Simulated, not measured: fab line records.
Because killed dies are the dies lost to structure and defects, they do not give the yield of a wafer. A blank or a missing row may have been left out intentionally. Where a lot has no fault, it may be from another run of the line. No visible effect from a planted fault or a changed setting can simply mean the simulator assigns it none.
Chamber matching | flow nand-harc | 3 sister chambers for NHARC_A_M1_DEP_33 on pecvd-01
The step deposits SiCN, target thk 30 nm. 3 wafers are shown with their chamber, then 10 later ones without.

## WAFERS WITH THEIR CHAMBER
wafer  | chamber | heater-power-w (W)
L088.4 | 1       | 624
L093.1 | 0       | 575
L093.3 | 2       | 575

## WAFERS MISSING THEIR CHAMBER
wafer  | heater-power-w (W)
L093.5 | 636
L094.2 | 562
L094.5 | 546
L094.6 | 634
L096.2 | 511
L096.5 | 495
L096.6 | 679
L097.2 | 614
L097.3 | 553
L097.6 | 625

## WHICH CHAMBER EACH ONE RAN IN
wafer  | from the rows above          | in truth
L093.5 | can't be placed: 1 or 0 or 2 | 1
L094.2 | can't be placed: 0 or 2 or 1 | 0
L094.5 | can't be placed: 0 or 2 or 1 | 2
L094.6 | can't be placed: 1 or 0 or 2 | 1
L096.2 | can't be placed: 0 or 2 or 1 | 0
L096.5 | can't be placed: 0 or 2 or 1 | 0
L096.6 | can't be placed: 1 or 0 or 2 | 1
L097.2 | can't be placed: 1 or 0 or 2 | 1
L097.3 | can't be placed: 0 or 2 or 1 | 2
L097.6 | can't be placed: 1 or 0 or 2 | 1
Correctly placed: 0 of 10. Can't be placed from these rows: 10 (the true chamber is among the candidates in 10). Placed wrongly: 0.
How it was worked out, from the rows above alone: a wafer's distance from a chamber is the root of the sum, over the readings, of the square of ((its reading less the chamber's mean) divided by the reading's scatter). The wafer belongs to the nearest chamber; if the next one is less than 2 further off, it can't be placed. The mean given for a chamber averages the wafers shown for that chamber. The scatter (one wafer shown for each chamber): square how far every hidden wafer sits from the nearest shown wafer, average those squares and take the square root.
